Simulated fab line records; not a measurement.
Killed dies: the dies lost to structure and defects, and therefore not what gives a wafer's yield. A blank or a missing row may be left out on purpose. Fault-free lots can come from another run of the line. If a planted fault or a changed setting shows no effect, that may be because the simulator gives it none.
Which tool was responsible? + flow nand harc + 24 lots, 72 wafers sampled, at 6 steps of a route of 1159

WHAT EACH GAUGE READ, for each wafer
The record lacks any reading of a measuring or inspecting step that a usual standard deviation could be used to judge.

EACH LOT AND THE TOOL THAT RAN IT (in order: tool; ch and the chambers of the sampled wafers; start)
| lot  | NHARC_A_CONTACT_ETCH_30                       | NHARC_A_CONTACT_ETCH_134             | NHARC_A_CONTACT_ETCH_136             | NHARC_A_CONTACT_ETCH_139             | NHARC_A_M0_ANNEAL_30             | NHARC_A_M0_CMP_23             |
|------|-----------------------------------------------|--------------------------------------|--------------------------------------|--------------------------------------|----------------------------------|-------------------------------|
| L077 | rie diel-11 ch 0,1,2, day 17 08:25 or earlier | har cap etch-01 ch 0,1, day 17 08:25 | har cap etch-01 ch 0,1, day 17 08:42 | har cap etch-01 ch 0,1, day 17 09:07 | rtp anneal-02 ch 0, day 17 23:08 | cmp-01 ch 2,3, day 17 23:23   |
| L074 | rie diel-11 ch 0,2,3, day 17 13:14 or earlier | har cap etch-02 ch 0,1, day 17 13:14 | har cap etch-02 ch 0,1, day 17 13:33 | har cap etch-02 ch 0,1, day 17 13:55 | rtp anneal-02 ch 0, day 18 05:49 | cmp-01 ch 0,1,3, day 18 06:09 |
| L075 | rie diel-06 ch 2,3, day 17 14:03 or earlier   | har cap etch-01 ch 0, day 17 14:03   | har cap etch-01 ch 0, day 17 14:21   | har cap etch-01 ch 0, day 17 14:44   | rtp anneal-01 ch 0, day 18 06:19 | cmp-04 ch 0,2,3, day 18 06:41 |
| L079 | rie diel-06 ch 1,2,3, day 17 16:47 or earlier | har cap etch-02 ch 0,1, day 17 16:47 | har cap etch-02 ch 0,1, day 17 17:05 | har cap etch-02 ch 0,1, day 17 17:29 | rtp anneal-02 ch 0, day 18 06:47 | cmp-01 ch 0,1,3, day 18 07:05 |
| L076 | rie diel-11 ch 1,3, day 17 17:19 or earlier   | har cap etch-01 ch 0,1, day 17 17:19 | har cap etch-01 ch 0,1, day 17 17:39 | har cap etch-01 ch 0,1, day 17 18:01 | rtp anneal-02 ch 0, day 18 07:36 | cmp-01 ch 1,3, day 18 07:56   |
| L078 | rie diel-09 ch 1,2,3, day 17 18:38 or earlier | har cap etch-03 ch 0, day 17 18:38   | har cap etch-03 ch 0, day 17 18:56   | har cap etch-03 ch 0, day 17 19:20   | rtp anneal-02 ch 0, day 18 08:16 | cmp-03 ch 1,2,3, day 18 08:38 |
| L080 | rie diel-09 ch 1,2,3, day 18 07:29 or earlier | har cap etch-03 ch 0,1, day 18 07:29 | har cap etch-03 ch 0,1, day 18 07:47 | har cap etch-03 ch 0,1, day 18 08:11 | rtp anneal-02 ch 0, day 18 21:43 | cmp-01 ch 1,2,3, day 18 21:59 |
| L081 | rie diel-11 ch 1,2, day 18 16:02 or earlier   | har cap etch-03 ch 0,1, day 18 16:02 | har cap etch-03 ch 0,1, day 18 16:21 | har cap etch-03 ch 0,1, day 18 16:43 | rtp anneal-01 ch 0, day 19 06:32 | cmp-01 ch 1,2, day 19 06:53   |
| L083 | rie diel-11 ch 0,1,2, day 18 17:10 or earlier | har cap etch-02 ch 0,1, day 18 17:10 | har cap etch-02 ch 0,1, day 18 17:28 | har cap etch-02 ch 0,1, day 18 17:52 | rtp anneal-01 ch 0, day 19 07:41 | cmp-04 ch 1,3, day 19 07:56   |
| L082 | rie diel-11 ch 0,3, day 18 22:32 or earlier   | har cap etch-02 ch 0,1, day 18 22:32 | har cap etch-02 ch 0,1, day 18 22:52 | har cap etch-02 ch 0,1, day 18 23:13 | rtp anneal-02 ch 0, day 19 08:46 | cmp-04 ch 1,2, day 19 09:07   |
| L085 | rie diel-09 ch 0,1,3, day 19 09:34 or earlier | har cap etch-03 ch 0,1, day 19 09:34 | har cap etch-03 ch 0,1, day 19 09:53 | har cap etch-03 ch 0,1, day 19 10:16 | rtp anneal-02 ch 0, day 20 00:37 | cmp-04 ch 0,2,3, day 20 00:56 |
| L084 | rie diel-11 ch 0,2,3, day 19 11:19 or earlier | har cap etch-02 ch 0, day 19 11:19   | har cap etch-02 ch 0, day 19 11:38   | har cap etch-02 ch 0, day 19 12:00   | rtp anneal-02 ch 0, day 20 01:16 | cmp-01 ch 0,2,3, day 20 01:40 |
| L086 | rie diel-09 ch 0,2, day 19 21:39 or earlier   | har cap etch-01 ch 0,1, day 19 21:39 | har cap etch-01 ch 0,1, day 19 22:04 | har cap etch-01 ch 0,1, day 19 22:34 | rtp anneal-02 ch 0, day 20 15:38 | cmp-03 ch 0,1,3, day 20 15:59 |
| L087 | rie diel-06 ch 0,1,3, day 19 21:35 or earlier | har cap etch-02 ch 0,1, day 19 21:35 | har cap etch-02 ch 0,1, day 19 21:54 | har cap etch-02 ch 0,1, day 19 22:16 | rtp anneal-01 ch 0, day 20 10:22 | cmp-01 ch 0,1,3, day 20 10:44 |
| L090 | rie diel-11 ch 1,2, day 20 15:50 or earlier   | har cap etch-03 ch 0,1, day 20 15:50 | har cap etch-03 ch 0,1, day 20 16:16 | har cap etch-03 ch 0,1, day 20 16:40 | rtp anneal-02 ch 0, day 21 07:35 | cmp-01 ch 0,2,3, day 21 07:59 |
| L089 | rie diel-11 ch 0,2, day 20 17:24 or earlier   | har cap etch-02 ch 0,1, day 20 17:24 | har cap etch-02 ch 0,1, day 20 17:43 | har cap etch-02 ch 0,1, day 20 18:05 | rtp anneal-01 ch 0, day 21 10:10 | cmp-04 ch 0,1,2, day 21 10:30 |
| L088 | rie diel-11 ch 0,1,2, day 21 02:54 or earlier | har cap etch-02 ch 0,1, day 21 02:54 | har cap etch-02 ch 0,1, day 21 03:13 | har cap etch-02 ch 0,1, day 21 03:35 | rtp anneal-01 ch 0, day 21 16:52 | cmp-03 ch 2,3, day 21 17:10   |
| L091 | rie diel-06 ch 0,2,3, day 21 04:03 or earlier | har cap etch-01 ch 0,1, day 21 04:03 | har cap etch-01 ch 0,1, day 21 04:20 | har cap etch-01 ch 0,1, day 21 04:45 | rtp anneal-01 ch 0, day 21 22:02 | cmp-03 ch 0,1,2, day 21 22:17 |
| L093 | rie diel-09 ch 0,2,3, day 21 08:07 or earlier | har cap etch-02 ch 0,1, day 21 08:07 | har cap etch-02 ch 0,1, day 21 08:24 | har cap etch-02 ch 0,1, day 21 08:49 | rtp anneal-02 ch 0, day 22 04:03 | cmp-01 ch 1,2, day 22 04:32   |
| L092 | rie diel-06 ch 1,2,3, day 21 09:37 or earlier | har cap etch-01 ch 0,1, day 21 09:37 | har cap etch-01 ch 0,1, day 21 09:55 | har cap etch-01 ch 0,1, day 21 10:19 | rtp anneal-02 ch 0, day 22 05:15 | cmp-03 ch 1,2,3, day 22 05:33 |
| L096 | rie diel-09 ch 0,1,2, day 22 09:27 or earlier | har cap etch-01 ch 0,1, day 22 09:27 | har cap etch-01 ch 0,1, day 22 09:44 | har cap etch-01 ch 0,1, day 22 10:09 | rtp anneal-01 ch 0, day 22 21:41 | cmp-04 ch 0,1,3, day 22 21:55 |
| L094 | rie diel-11 ch 0,2,3, day 22 09:49 or earlier | har cap etch-03 ch 0,1, day 22 09:49 | har cap etch-03 ch 0,1, day 22 10:08 | har cap etch-03 ch 0,1, day 22 10:30 | rtp anneal-01 ch 0, day 22 21:02 | cmp-01 ch 0,1,3, day 22 21:20 |
| L095 | rie diel-09 ch 0,1,3, day 22 12:28 or earlier | har cap etch-01 ch 0,1, day 22 12:28 | har cap etch-01 ch 0,1, day 22 12:46 | har cap etch-01 ch 0,1, day 22 13:10 | rtp anneal-02 ch 0, day 22 23:55 | cmp-04 ch 0,1,3, day 23 00:13 |
| L097 | rie diel-09 ch 0,1, day 22 15:04 or earlier   | har cap etch-02 ch 0,1, day 22 15:04 | har cap etch-02 ch 0,1, day 22 15:21 | har cap etch-02 ch 0,1, day 22 15:46 | rtp anneal-02 ch 0, day 23 02:49 | cmp-03 ch 1,2, day 23 03:05   |
- NHARC_A_CONTACT_ETCH_30: etches the open film in CF4/CHF3, target depth 60.5 nm, time 30.2 s.
- NHARC_A_CONTACT_ETCH_134: etches the open film in C4F8/O2/Ar, time 140 s, target depth 700 nm.
- NHARC_A_CONTACT_ETCH_136: etches the open film in C4F8/O2/Ar, time 132 s, target depth 1287 nm.
- NHARC_A_CONTACT_ETCH_139: etches the open film in C4F8/O2/Ar, time 137 s, target depth 590 nm.
- NHARC_A_M0_ANNEAL_30: time 90 s.
- NHARC_A_M0_CMP_23: polishes, t overpolish 20 s, target thk 113.75 nm.

AS READ BY THE TOOLS THEMSELVES (means over the sampled wafers that have a number; for cases with no such wafer, the mark the record gives instead)
NHARC_A_CONTACT_ETCH_30.
| lot  | tool        | drypump motor current A (A) | oes product au (a.u.) | rf vpp V (V) | showerhead plenum p Torr (Torr) | throttle valve pct (%) |
|------|-------------|-----------------------------|-----------------------|--------------|---------------------------------|------------------------|
| L077 | rie diel-11 | 5.4                         | 0.972                 | 370.1        | 1.58                            | 16.796                 |
| L074 | rie diel-11 | 5.4                         | 0.934                 | 370.7        | 1.59                            | 16.800                 |
| L075 | rie diel-06 | 5.7                         | 0.935                 | 371.0        | 1.59                            | 16.800                 |
| L079 | rie diel-06 | 5.7                         | 0.927                 | 370.8        | 1.57                            | 16.803                 |
| L076 | rie diel-11 | 5.7                         | 0.923                 | 374.5        | 1.64                            | 16.802                 |
| L078 | rie diel-09 | 6.1                         | 0.926                 | 371.9        | 1.59                            | 16.797                 |
| L080 | rie diel-09 | 6.1                         | 0.925                 | 370.6        | 1.59                            | 16.803                 |
| L081 | rie diel-11 | 5.6                         | 0.924                 | 371.5        | 1.63                            | 16.799                 |
| L083 | rie diel-11 | 5.4                         | 0.924                 | 371.2        | 1.58                            | 16.796                 |
| L082 | rie diel-11 | 5.3                         | 0.919                 | 368.7        | 1.54                            | 16.802                 |
| L085 | rie diel-09 | 5.6                         | 0.974                 | 371.5        | 1.58                            | 16.807                 |
| L084 | rie diel-11 | 5.4                         | 0.932                 | 370.8        | 1.59                            | 16.800                 |
| L086 | rie diel-09 | 5.7                         | 0.922                 | 370.6        | 1.58                            | 16.805                 |
| L087 | rie diel-06 | 5.9                         | 0.917                 | 370.9        | 1.60                            | 16.802                 |
| L090 | rie diel-11 | 5.6                         | 0.934                 | 372.6        | 1.63                            | 16.797                 |
| L089 | rie diel-11 | 5.2                         | 0.973                 | 370.3        | 1.53                            | 16.806                 |
| L088 | rie diel-11 | 5.4                         | 0.920                 | 370.6        | 1.58                            | 16.801                 |
| L091 | rie diel-06 | 5.6                         | 0.930                 | 372.3        | 1.62                            | 16.801                 |
| L093 | rie diel-09 | 5.8                         | 0.920                 | 371.1        | 1.57                            | 16.800                 |
| L092 | rie diel-06 | 5.7                         | 0.960                 | 369.9        | 1.56                            | 16.803                 |
| L096 | rie diel-09 | 5.6                         | 0.939                 | 370.8        | 1.57                            | 16.804                 |
| L094 | rie diel-11 | 5.4                         | 0.939                 | 371.4        | 1.59                            | 16.803                 |
| L095 | rie diel-09 | 5.6                         | 0.915                 | 369.7        | 1.57                            | 16.810                 |
| L097 | rie diel-09 | 5.4                         | 0.915                 | 371.1        | 1.57                            | 16.807                 |

NHARC_A_M0_ANNEAL_30.
| lot  | tool          | anneal temp c (C) | wafer_temp_C_max |
|------|---------------|-------------------|------------------|
| L077 | rtp anneal-02 | 224.85            | 226.4            |
| L074 | rtp anneal-02 | 224.95            | 226.3            |
| L075 | rtp anneal-01 | 225.06            | 226.0            |
| L079 | rtp anneal-02 | 225.12            | 226.7            |
| L076 | rtp anneal-02 | 224.66            | 226.6            |
| L078 | rtp anneal-02 | 225.10            | 226.3            |
| L080 | rtp anneal-02 | 225.05            | 226.5            |
| L081 | rtp anneal-01 | 224.74            | 225.7            |
| L083 | rtp anneal-01 | 225.03            | 225.9            |
| L082 | rtp anneal-02 | 224.92            | 226.2            |
| L085 | rtp anneal-02 | 225.00            | 226.2            |
| L084 | rtp anneal-02 | 224.81            | 226.8            |
| L086 | rtp anneal-02 | 224.95            | 226.4            |
| L087 | rtp anneal-01 | 225.09            | 225.7            |
| L090 | rtp anneal-02 | 225.10            | 226.6            |
| L089 | rtp anneal-01 | 225.16            | 225.9            |
| L088 | rtp anneal-01 | 225.26            | 226.1            |
| L091 | rtp anneal-01 | 224.93            | 226.0            |
| L093 | rtp anneal-02 | 225.08            | 226.4            |
| L092 | rtp anneal-02 | 224.96            | 226.7            |
| L096 | rtp anneal-01 | 225.23            | 225.8            |
| L094 | rtp anneal-01 | 225.20            | 225.9            |
| L095 | rtp anneal-02 | 224.95            | 226.5            |
| L097 | rtp anneal-02 | 225.03            | 226.7            |

NHARC_A_M0_CMP_23.
| lot  | tool   | motor current A (A) | slurry flow ml min | time to endpoint s (s) |
|------|--------|---------------------|--------------------|------------------------|
| L077 | cmp-01 | 13.3                | 149.9              | 27                     |
| L074 | cmp-01 | 12.2                | 149.6              | 28                     |
| L075 | cmp-04 | 13.5                | 150.1              | 27                     |
| L079 | cmp-01 | 12.6                | 150.1              | 25                     |
| L076 | cmp-01 | 13.1                | 149.9              | 30                     |
| L078 | cmp-03 | 12.4                | 150.2              | 27                     |
| L080 | cmp-01 | 13.3                | 150.3              | 31                     |
| L081 | cmp-01 | 12.7                | 150.0              | 30                     |
| L083 | cmp-04 | 13.0                | 149.7              | 30                     |
| L082 | cmp-04 | 12.4                | 149.8              | 29                     |
| L085 | cmp-04 | 13.3                | 150.2              | 28                     |
| L084 | cmp-01 | 12.2                | 150.0              | 28                     |
| L086 | cmp-03 | 12.5                | 150.4              | 26                     |
| L087 | cmp-01 | 12.2                | 150.0              | 29                     |
| L090 | cmp-01 | 12.5                | 149.7              | 27                     |
| L089 | cmp-04 | 12.9                | 150.2              | 28                     |
| L088 | cmp-03 | 12.1                | 150.2              | 23                     |
| L091 | cmp-03 | 12.2                | 150.4              | 24                     |
| L093 | cmp-01 | 12.9                | 150.2              | 30                     |
| L092 | cmp-03 | 12.7                | 149.8              | 22                     |
| L096 | cmp-04 | 12.4                | 149.9              | 28                     |
| L094 | cmp-01 | 12.9                | 150.0              | 28                     |
| L095 | cmp-04 | 12.1                | 150.1              | 28                     |
| L097 | cmp-03 | 12.6                | 150.2              | 23                     |

THE ANSWER, worked out from the rows above alone
Rule: usual is defined by the lots themselves. The widest of any qualifying gaps counts: lots, ordered by their means at a reading, are off when they make up no more than a third of the lots, leave a main group of 4 or more, and stand apart from it by 3 or more times the standard deviation of that group's means. If all means in a main group match to the digits the tables above print for the reading, that group is not used. Also off: a lot with no number at a reading for which 4 or more lots have one. All remaining lots with rows at the step are treated as sound. The gauges are gone through in route order, then the tools' own readings, and for those a lot's mean is taken as printed above. At the first step where some lot is off, the reading lying furthest off is the one used; lots without a number count as furthest.
No lot is off on any of the readings shown, so nothing can be concluded from this.

WHAT THE SIMULATOR PUT IN
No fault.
